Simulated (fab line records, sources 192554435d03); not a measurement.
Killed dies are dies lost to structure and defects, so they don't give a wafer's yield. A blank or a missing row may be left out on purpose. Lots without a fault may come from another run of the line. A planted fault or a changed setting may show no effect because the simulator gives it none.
fab line records | flow n5_finfet
record lots=24 wafers=72 last_day=19
route steps=1938 shown BEOL_M1@815 BEOL_M2@842
lots that met no fault: from a run of the same line without faults
start_h: hours from the record's first day to the start of the lot's first wafer shown | wait_h: hours since the lot's step before | " the same as in the row above | L1.1+2: a row that stands for several wafers | - no value, or no start given | * or withheld: withheld | < > ~ a bound
route shown NAME@n: a module of which the file shows steps, and the number in the route of the first | usual: mean/standard deviation of fault-free wafers | same: alike in all rows | chamber/n: place in a boat | sites: the reading at each site | _std_site: their standard deviation | _edge_site: outer sites' mean less inner sites' | radius_mm: how far each site lies from the wafer's centre | mask NAME#n: copy n | behind: the tool/chamber that last shaped the wafer | hold: why the lot was held/for how many hours/how that ended | device: the transistor (n, p or np) that didn't switch | end of line: the same wafers' tests at the end of the route | a step without rows: its recipe alone | killed: dies lost to structure and defects at the first sort, not the wafer's yield | map: a wafer's dies, x killed, . not, _ none there
set.NAME: the setting as run; set.NAME@STEP: as run at that earlier step | model.NAME: the simulator's own value behind a step, which no gauge read
steps of the route over a sample of lots; a table a step, a row a wafer
services: from which hour (start_h, from the record's first day; less than 0 if before it) a tool's chamber was out of use, for how many hours, and why
## steps
# step N5_BEOL_M1_ANNEAL_49
# recipe temp_c=400 time_s=240 ambient=vacuum
# usual heater_power_w=814/69
# columns lot.wafer tool chamber start_h wait_h heater_power_w
L075.1 pvd_sputter-03 - 147.41 0.0 888
L075.2 " - " " 736
L075.6 " - " " 870
L074.2 pvd_sputter-01 - 149.34 0.0 700
L074.3 " - " " 883
L074.5 " - " " 712
L076.1 pvd_sputter-03 - 150.38 0.0 882
L076.3 " - " " 876
L076.6 " - " " 796
L077.1 pvd_sputter-02 - 150.46 0.0 772
L077.4 " - " " 902
L077.5 " - " " 935
L078.1 pvd_sputter-02 - 153.94 0.0 802
L078.3 " - " " 946
L078.5 " - " " 778
L079.1 pvd_sputter-03 - 166.31 0.0 737
L079.4 " - " " 861
L079.6 " - " " 781
L080.2 pvd_sputter-01 - 166.94 0.0 782
L080.5 " - " " 830
L080.6 " - " " 763
L081.1 pvd_sputter-02 - 169.57 0.0 913
L081.3 " - " " 781
L081.6 " - " " 777
L082.2 pvd_sputter-03 - 173.09 0.0 897
L082.4 " - " " 762
L082.5 " - " " 878
L083.1 pvd_sputter-02 - 182.75 0.0 910
L083.4 " - " " 929
L083.5 " - " " 787
L084.1 pvd_sputter-01 - 190.35 0.0 702
L084.5 " - " " 870
L084.6 " - " " 764
L085.1 pvd_sputter-01 - 198.64 0.0 746
L085.4 " - " " 859
L085.5 " - " " 769
L086.1 pvd_sputter-01 - 207.71 0.0 809
L086.2 " - " " 774
L086.4 " - " " 706
L088.2 pvd_sputter-01 - 227.76 0.0 816
L088.3 " - " " 761
L088.5 " - " " 834
L087.1 pvd_sputter-03 - 236.88 0.0 874
L087.5 " - " " 748
L087.6 " - " " 876
L089.1 pvd_sputter-03 - 241.44 0.0 739
L089.3 " - " " 860
L089.4 " - " " 765
L090.4 pvd_sputter-01 - 241.54 0.0 697
L090.5 " - " " 682
L090.6 " - " " 848
L091.1 pvd_sputter-01 - 243.87 0.0 839
L091.2 " - " " 759
L091.4 " - " " 825
L093.2 pvd_sputter-01 - 251.53 0.0 704
L093.3 " - " " 805
L093.5 " - " " 843
L095.1 pvd_sputter-02 - 251.80 0.0 921
L095.3 " - " " 897
L095.5 " - " " 895
L092.4 pvd_sputter-02 - 253.64 0.0 785
L092.5 " - " " 802
L092.6 " - " " 910
L094.1 pvd_sputter-03 - 264.37 0.0 876
L094.2 " - " " 871
L094.3 " - " " 807
L096.1 pvd_sputter-01 - 269.06 0.0 700
L096.5 " - " " 753
L096.6 " - " " 887
L097.1 pvd_sputter-02 - 276.49 0.0 937
L097.3 " - " " 797
L097.5 " - " " 775
# step N5_BEOL_M1_ANNEAL_89
# recipe temp_c=400 time_s=240 ambient=vacuum
# usual heater_power_w=813/71
# columns lot.wafer tool chamber start_h wait_h heater_power_w
L075.1 pvd_sputter-03 - 148.29 0.0 858
L075.2 " - " " 727
L075.6 " - " " 890
L074.2 pvd_sputter-01 - 150.22 0.0 677
L074.3 " - " " 853
L074.5 " - " " 696
L076.1 pvd_sputter-03 - 151.26 0.0 883
L076.3 " - " " 869
L076.6 " - " " 788
L077.1 pvd_sputter-02 - 151.34 0.0 771
L077.4 " - " " 874
L077.5 " - " " 927
L078.1 pvd_sputter-02 - 154.82 0.0 795
L078.3 " - " " 935
L078.5 " - " " 779
L079.1 pvd_sputter-03 - 167.19 0.0 729
L079.4 " - " " 871
L079.6 " - " " 793
L080.2 pvd_sputter-01 - 167.82 0.0 758
L080.5 " - " " 838
L080.6 " - " " 755
L081.1 pvd_sputter-02 - 170.45 0.0 913
L081.3 " - " " 784
L081.6 " - " " 803
L082.2 pvd_sputter-03 - 173.97 0.0 883
L082.4 " - " " 801
L082.5 " - " " 858
L083.1 pvd_sputter-02 - 183.63 0.0 906
L083.4 " - " " 956
L083.5 " - " " 790
L084.1 pvd_sputter-01 - 191.23 0.0 682
L084.5 " - " " 868
L084.6 " - " " 767
L085.1 pvd_sputter-01 - 199.52 0.0 739
L085.4 " - " " 847
L085.5 " - " " 776
L086.1 pvd_sputter-01 - 208.59 0.0 835
L086.2 " - " " 749
L086.4 " - " " 694
L088.2 pvd_sputter-01 - 228.64 0.0 803
L088.3 " - " " 746
L088.5 " - " " 829
L087.1 pvd_sputter-03 - 237.76 0.0 885
L087.5 " - " " 758
L087.6 " - " " 847
L089.1 pvd_sputter-03 - 242.32 0.0 730
L089.3 " - " " 879
L089.4 " - " " 784
L090.4 pvd_sputter-01 - 242.42 0.0 674
L090.5 " - " " 705
L090.6 " - " " 838
L091.1 pvd_sputter-01 - 244.75 0.0 882
L091.2 " - " " 761
L091.4 " - " " 814
L093.2 pvd_sputter-01 - 252.41 0.0 686
L093.3 " - " " 849
L093.5 " - " " 859
L095.1 pvd_sputter-02 - 252.68 0.0 917
L095.3 " - " " 907
L095.5 " - " " 918
L092.4 pvd_sputter-02 - 254.52 0.0 772
L092.5 " - " " 809
L092.6 " - " " 951
L094.1 pvd_sputter-03 - 265.25 0.0 894
L094.2 " - " " 874
L094.3 " - " " 778
L096.1 pvd_sputter-01 - 269.94 0.0 682
L096.5 " - " " 764
L096.6 " - " " 867
L097.1 pvd_sputter-02 - 277.37 0.0 946
L097.3 " - " " 787
L097.5 " - " " 784
# step N5_BEOL_M1_ANNEAL_95
# recipe temp_c=400 time_s=240 ambient=vacuum
# usual heater_power_w=813/71
# columns lot.wafer tool chamber start_h wait_h heater_power_w
L075.1 pvd_sputter-03 - 148.95 0.0 894
L075.2 " - " " 731
L075.6 " - " " 863
L074.2 pvd_sputter-01 - 150.88 0.0 689
L074.3 " - " " 863
L074.5 " - " " 691
L076.1 pvd_sputter-03 - 151.92 0.0 873
L076.3 " - " " 874
L076.6 " - " " 759
L077.1 pvd_sputter-02 - 152.00 0.0 798
L077.4 " - " " 888
L077.5 " - " " 928
L078.1 pvd_sputter-02 - 155.48 0.0 779
L078.3 " - " " 936
L078.5 " - " " 780
L079.1 pvd_sputter-03 - 167.85 0.0 725
L079.4 " - " " 861
L079.6 " - " " 779
L080.2 pvd_sputter-01 - 168.48 0.0 767
L080.5 " - " " 822
L080.6 " - " " 759
L081.1 pvd_sputter-02 - 171.11 0.0 921
L081.3 " - " " 764
L081.6 " - " " 802
L082.2 pvd_sputter-03 - 174.63 0.0 883
L082.4 " - " " 786
L082.5 " - " " 884
L083.1 pvd_sputter-02 - 184.29 0.0 925
L083.4 " - " " 939
L083.5 " - " " 782
L084.1 pvd_sputter-01 - 191.89 0.0 699
L084.5 " - " " 889
L084.6 " - " " 738
L085.1 pvd_sputter-01 - 200.18 0.0 776
L085.4 " - " " 866
L085.5 " - " " 770
L086.1 pvd_sputter-01 - 209.25 0.0 834
L086.2 " - " " 772
L086.4 " - " " 700
L088.2 pvd_sputter-01 - 229.30 0.0 829
L088.3 " - " " 760
L088.5 " - " " 827
L087.1 pvd_sputter-03 - 238.42 0.0 868
L087.5 " - " " 735
L087.6 " - " " 863
L089.1 pvd_sputter-03 - 242.98 0.0 750
L089.3 " - " " 875
L089.4 " - " " 811
L090.4 pvd_sputter-01 - 243.08 0.0 693
L090.5 " - " " 695
L090.6 " - " " 820
L091.1 pvd_sputter-01 - 245.41 0.0 866
L091.2 " - " " 768
L091.4 " - " " 823
L093.2 pvd_sputter-01 - 253.07 0.0 692
L093.3 " - " " 789
L093.5 " - " " 873
L095.1 pvd_sputter-02 - 253.34 0.0 955
L095.3 " - " " 900
L095.5 " - " " 876
L092.4 pvd_sputter-02 - 255.18 0.0 799
L092.5 " - " " 808
L092.6 " - " " 933
L094.1 pvd_sputter-03 - 265.91 0.0 896
L094.2 " - " " 851
L094.3 " - " " 785
L096.1 pvd_sputter-01 - 270.60 0.0 683
L096.5 " - " " 778
L096.6 " - " " 879
L097.1 pvd_sputter-02 - 278.03 0.0 940
L097.3 " - " " 796
L097.5 " - " " 776
# step N5_BEOL_M2_THK_MEAS_01
# recipe reads=SiOC_of_BEOL_M2_ILD_DEP_00
# usual M2_ILD_THK=78.8/1
# columns lot.wafer tool chamber start_h wait_h M2_ILD_THK[nm]
L075.1 film_metro-02 - 150.27 0.0 79.1
L075.2 " - " " 79.0
L075.6 " - " " 80.6
L074.2 film_metro-01 - 152.20 0.1 77.9
L074.3 " - " " 78.1
L074.5 " - " " 79.9
L076.1 film_metro-01 - 153.24 0.0 78.9
L076.3 " - " " 78.8
L076.6 " - " " 79.5
L077.1 film_metro-01 - 153.33 0.1 78.2
L077.4 " - " " 79.2
L077.5 " - " " 80.0
L078.1 film_metro-02 - 157.21 0.0 78.5
L078.3 " - " " 79.7
L078.5 " - " " 79.9
L079.1 film_metro-01 - 169.17 0.0 79.0
L079.4 " - " " 80.2
L079.6 " - " " 80.1
L080.2 film_metro-01 - 169.81 0.1 77.1
L080.5 " - " " 77.8
L080.6 " - " " 79.5
L081.1 film_metro-01 - 172.42 0.0 78.4
L081.3 " - " " 77.2
L081.6 " - " " 77.9
L082.2 film_metro-02 - 175.95 0.1 78.7
L082.4 " - " " 78.5
L082.5 " - " " 79.7
L083.1 film_metro-02 - 185.99 0.0 77.4
L083.4 " - " " 77.7
L083.5 " - " " 79.2
L084.1 film_metro-02 - 193.34 0.0 77.1
L084.5 " - " " 79.0
L084.6 " - " " 77.8
L085.1 film_metro-01 - 201.53 0.0 78.5
L085.4 " - " " 80.7
L085.5 " - " " 79.7
L086.1 film_metro-02 - 210.59 0.1 78.8
L086.2 " - " " 77.6
L086.4 " - " " 79.5
L088.2 film_metro-02 - 230.79 0.1 79.1
L088.3 " - " " 79.1
L088.5 " - " " 78.3
L087.1 film_metro-02 - 239.74 0.0 77.3
L087.5 " - " " 80.4
L087.6 " - " " 80.0
L089.1 film_metro-01 - 244.30 0.0 77.1
L089.3 " - " " 77.1
L089.4 " - " " 80.0
L090.4 film_metro-01 - 244.41 0.0 79.3
L090.5 " - " " 79.2
L090.6 " - " " 76.7
L091.1 film_metro-01 - 246.73 0.0 79.1
L091.2 " - " " 78.7
L091.4 " - " " 79.8
L093.2 film_metro-02 - 254.52 0.1 77.5
L093.3 " - " " 78.5
L093.5 " - " " 79.4
L095.1 film_metro-01 - 254.66 0.0 78.0
L095.3 " - " " 77.5
L095.5 " - " " 79.3
L092.4 film_metro-01 - 256.52 0.0 80.0
L092.5 " - " " 79.8
L092.6 " - " " 78.8
L094.1 film_metro-01 - 267.22 0.0 78.9
L094.2 " - " " 78.3
L094.3 " - " " 77.6
L096.1 film_metro-02 - 272.61 0.0 78.6
L096.5 " - " " 79.2
L096.6 " - " " 80.5
L097.1 film_metro-02 - 279.37 0.1 79.9
L097.3 " - " " 81.4
L097.5 " - " " 79.9
# step N5_BEOL_M2_STRIP_36
# recipe chemistry=N2/H2 power_w=450 temp_c=40 pressure_mtorr=20 rf_frequency_hz=6e+07 overash_fraction=0.3 bias_power_w=7 h2_frac=0.5 n2_flow_sccm=200 h2_flow_sccm=200
# usual drypump_motor_current_A=5.5/0.43 oes_product_au=0.84/0.081 rf_vpp_V=59.1/1.6 showerhead_plenum_p_Torr=2.55/0.097 throttle_valve_pct=23.55/0.29
# columns lot.wafer tool chamber start_h wait_h drypump_motor_current_A oes_product_au rf_hours_counter_h rf_vpp_V showerhead_plenum_p_Torr throttle_valve_pct
L075.1 rie_diel-04 1 154.58 0.0 6.5 0.89 41 59.2 2.47 24.10
L075.2 " 2 " " 5.4 0.84 84 60.1 2.56 23.15
L075.6 " 2 " " 5.4 0.84 - 57.9 2.56 23.13
L074.2 rie_diel-04 1 155.07 0.0 6.5 0.89 42 58.8 2.47 24.11
L074.3 " 2 " " 5.4 0.83 85 61.5 2.56 23.14
L074.5 " 2 " " 5.4 0.83 - 59.5 2.56 23.11
L076.1 rie_diel-04 3 161.53 0.0 5.8 0.99 1 57.3 2.71 23.77
L076.3 " 0 " " 5.1 0.68 259 60.6 2.48 23.51
L076.6 " 0 " " 5.1 0.67 - 59.5 2.48 23.52
L078.1 rie_diel-01 2 162.66 0.0 5.9 0.68 232 57.0 2.39 23.77
L078.3 " 0 " " 5.5 0.94 7 58.5 2.48 23.55
L078.5 " 2 " " 5.9 0.68 - 58.2 2.39 23.76
L077.1 rie_diel-03 0 168.36 0.0 5.3 0.77 129 59.4 2.45 23.49
L077.4 " 3 " " 5.5 0.80 87 59.4 2.68 23.39
L077.5 " 3 " " 5.5 0.81 - 62.6 2.68 23.39
L079.1 rie_diel-03 1 174.80 0.0 5.3 0.90 34 61.4 2.68 23.20
L079.4 " 2 " " 5.6 0.75 122 58.7 2.45 23.77
L079.6 " 0 " " 5.3 0.77 - 59.2 2.45 23.47
L080.2 rie_diel-04 2 175.63 0.0 5.5 0.83 91 58.1 2.56 23.14
L080.5 " 2 " " 5.5 0.82 - 59.5 2.56 23.15
L080.6 " 1 " " 6.5 0.87 - 62.4 2.47 24.11
L081.1 rie_diel-01 3 175.63 0.0 5.0 0.92 29 59.2 2.57 23.20
L081.3 " 0 " " 5.5 0.92 13 59.9 2.48 23.57
L081.6 " 3 " " 5.0 0.92 - 60.1 2.57 23.23
L082.2 rie_diel-01 0 184.18 0.0 5.5 0.92 16 60.0 2.48 23.59
L082.4 " 1 " " 5.3 0.96 - 57.1 2.61 23.46
L082.5 " 2 " " 6.0 0.68 - 59.4 2.39 23.76
L083.1 rie_diel-01 3 199.94 0.0 5.0 0.90 37 59.5 2.57 23.22
L083.4 " 1 " " 5.2 0.92 9 58.9 2.61 23.43
L083.5 " 2 " " 6.0 0.67 - 57.2 2.39 23.76
L084.1 rie_diel-03 0 226.17 0.0 5.3 0.75 145 56.8 2.45 23.51
L084.5 " 1 " " 5.3 0.88 - 57.2 2.67 23.22
L084.6 " 2 " " 5.6 0.74 - 59.9 2.45 23.81
L085.1 rie_diel-04 2 236.08 0.0 5.4 0.80 111 61.5 2.55 23.15
L085.4 " 3 " " 5.9 0.90 25 58.4 2.70 23.81
L085.5 " 1 " " 6.5 0.87 - 60.0 2.46 24.12
L086.1 rie_diel-01 0 236.29 0.0 5.5 0.89 36 58.5 2.47 23.66
L086.2 " 1 " " 5.2 0.90 22 59.3 2.60 23.43
L086.4 " 3 " " 5.0 0.87 50 58.8 2.56 23.27
L088.2 rie_diel-04 3 241.49 0.0 5.8 0.90 28 59.4 2.70 23.81
L088.3 " 0 " " 5.1 0.91 7 58.4 2.47 23.23
L088.5 " 1 " " 6.5 0.85 - 59.8 2.46 24.12
L087.1 rie_diel-03 1 243.12 0.0 5.3 0.87 54 62.0 2.67 23.24
L087.5 " 3 " " 5.4 0.77 - 60.4 2.67 23.41
L087.6 " 2 " " 5.6 0.75 - 58.7 2.44 23.79
L089.1 rie_diel-04 2 250.50 0.0 5.5 0.80 115 59.2 2.55 23.17
L089.3 " 0 " " 5.1 0.91 9 57.3 2.47 23.21
L089.4 " 3 " " 5.8 0.89 30 59.3 2.70 23.84
L091.1 rie_diel-04 3 254.74 0.0 5.8 0.90 32 58.2 2.70 23.86
L091.2 " 0 " " 5.1 0.93 11 58.8 2.47 23.25
L091.4 " 2 " " 5.5 0.80 116 60.4 2.55 23.18
L090.4 rie_diel-01 0 254.76 0.0 5.5 0.88 - 58.9 2.47 23.61
L090.5 " 1 " " 5.2 0.88 - 58.5 2.60 23.46
L090.6 " 3 " " 5.0 0.87 - 57.7 2.56 23.27
L093.2 rie_diel-03 1 258.28 0.0 5.4 0.85 60 61.3 2.67 23.24
L093.3 " 3 " " 5.4 0.77 114 59.4 2.66 23.43
L093.5 " 1 " " 5.3 0.87 - 60.6 2.67 23.21
L092.4 rie_diel-01 2 261.49 0.0 5.9 0.96 - 61.4 2.70 23.81
L092.5 " 1 " " 5.2 0.87 - 62.5 2.60 23.45
L092.6 " 3 " " 5.0 0.87 - 58.4 2.56 23.24
L095.1 rie_diel-03 1 266.99 0.0 5.4 0.86 63 59.7 2.67 23.25
L095.3 " 0 " " 5.4 0.73 159 57.8 2.44 23.53
L095.5 " 3 " " 5.4 0.77 - 61.5 2.66 23.40
L094.1 rie_diel-01 0 275.07 0.0 5.5 0.85 48 54.9 2.47 23.60
L094.2 " 3 " " 4.9 0.86 65 59.8 2.56 23.27
L094.3 " 1 " " 5.3 0.87 36 60.7 2.60 23.45
L096.1 rie_diel-01 3 284.90 0.0 4.9 0.86 68 57.8 2.56 23.26
L096.5 " 2 " " 5.9 0.94 - 61.0 2.70 23.84
L096.6 " 1 " " 5.2 0.86 - 61.1 2.60 23.49
L097.1 rie_diel-01 0 297.63 0.0 5.4 0.84 57 60.2 2.46 23.61
L097.3 " 2 " " 5.9 0.92 24 59.6 2.69 23.83
L097.5 " 3 " " 5.0 0.84 - 62.1 2.55 23.27
# step N5_BEOL_M2_ANNEAL_49
# recipe temp_c=400 time_s=240 ambient=vacuum
# usual heater_power_w=823/74
# columns lot.wafer tool chamber start_h wait_h heater_power_w
L075.1 pvd_sputter-02 - 156.28 0.0 875
L075.2 " - " " 786
L075.6 " - " " 913
L074.2 pvd_sputter-02 - 158.12 0.0 932
L074.3 " - " " 910
L074.5 " - " " 901
L076.1 pvd_sputter-02 - 162.78 0.0 801
L076.3 " - " " 918
L076.6 " - " " 899
L078.1 pvd_sputter-01 - 164.80 0.0 681
L078.3 " - " " 829
L078.5 " - " " 839
L077.1 pvd_sputter-03 - 169.69 0.0 771
L077.4 " - " " 863
L077.5 " - " " 737
L079.1 pvd_sputter-02 - 176.51 0.0 952
L079.4 " - " " 754
L079.6 " - " " 911
L080.2 pvd_sputter-01 - 178.40 0.0 891
L080.5 " - " " 826
L080.6 " - " " 759
L081.1 pvd_sputter-02 - 178.45 0.0 798
L081.3 " - " " 928
L081.6 " - " " 781
L082.2 pvd_sputter-03 - 185.91 0.0 875
L082.4 " - " " 912
L082.5 " - " " 787
L083.1 pvd_sputter-02 - 201.95 0.0 908
L083.4 " - " " 779
L083.5 " - " " 795
L084.1 pvd_sputter-03 - 227.52 0.0 788
L084.5 " - " " 768
L084.6 " - " " 720
L085.1 pvd_sputter-02 - 237.64 0.0 938
L085.4 " - " " 776
L085.5 " - " " 790
L086.1 pvd_sputter-01 - 237.94 0.0 866
L086.2 " - " " 749
L086.4 " - " " 687
L088.2 pvd_sputter-03 - 243.96 0.0 879
L088.3 " - " " 874
L088.5 " - " " 862
L087.1 pvd_sputter-02 - 244.43 0.0 910
L087.5 " - " " 911
L087.6 " - " " 775
L089.1 pvd_sputter-01 - 253.37 0.0 860
L089.3 " - " " 768
L089.4 " - " " 841
L090.4 pvd_sputter-01 - 256.12 0.0 761
L090.5 " - " " 685
L090.6 " - " " 865
L091.1 pvd_sputter-02 - 256.26 0.0 785
L091.2 " - " " 930
L091.4 " - " " 916
L093.2 pvd_sputter-02 - 260.02 0.0 934
L093.3 " - " " 785
L093.5 " - " " 963
L092.4 pvd_sputter-01 - 262.60 0.0 867
L092.5 " - " " 752
L092.6 " - " " 829
L095.1 pvd_sputter-02 - 268.63 0.0 918
L095.3 " - " " 792
L095.5 " - " " 942
L094.1 pvd_sputter-03 - 276.57 0.0 853
L094.2 " - " " 785
L094.3 " - " " 886
L096.1 pvd_sputter-03 - 286.57 0.0 739
L096.5 " - " " 890
L096.6 " - " " 878
L097.1 pvd_sputter-01 - 298.84 0.0 766
L097.3 " - " " 835
L097.5 " - " " 755
## services
# columns tool chamber start_h hours kind
pvd_sputter-01 - 123.44 20.3 repair
pvd_sputter-02 - 125.09 1.1 repair
rie_diel-04 3 128.01 - clean
rie_diel-04 3 128.01 - consumable_replace:focus_ring
rie_diel-01 0 128.11 - clean
rie_diel-01 0 128.11 - consumable_replace:focus_ring
rie_diel-03 0 149.41 9.5 repair
rie_diel-01 1 153.53 - clean
rie_diel-01 1 153.53 - consumable_replace:focus_ring
rie_diel-01 1 153.53 22.3 scheduled_down
rie_diel-01 1 153.53 22.3 vent_cycle
pvd_sputter-03 - 157.03 5.4 repair
rie_diel-04 2 165.85 1.5 repair
rie_diel-04 0 170.71 17.3 repair
rie_diel-01 3 183.63 4.1 repair
rie_diel-01 2 208.41 - clean
rie_diel-01 2 208.41 - consumable_replace:focus_ring
rie_diel-01 2 208.41 - consumable_replace:showerhead
rie_diel-01 2 208.41 16.5 scheduled_down
rie_diel-01 2 208.41 16.5 vent_cycle
pvd_sputter-02 - 229.10 4.9 repair
rie_diel-01 2 246.55 8.5 repair
pvd_sputter-01 - 264.67 2.1 repair
rie_diel-01 1 287.24 4.2 repair
## key
fault none
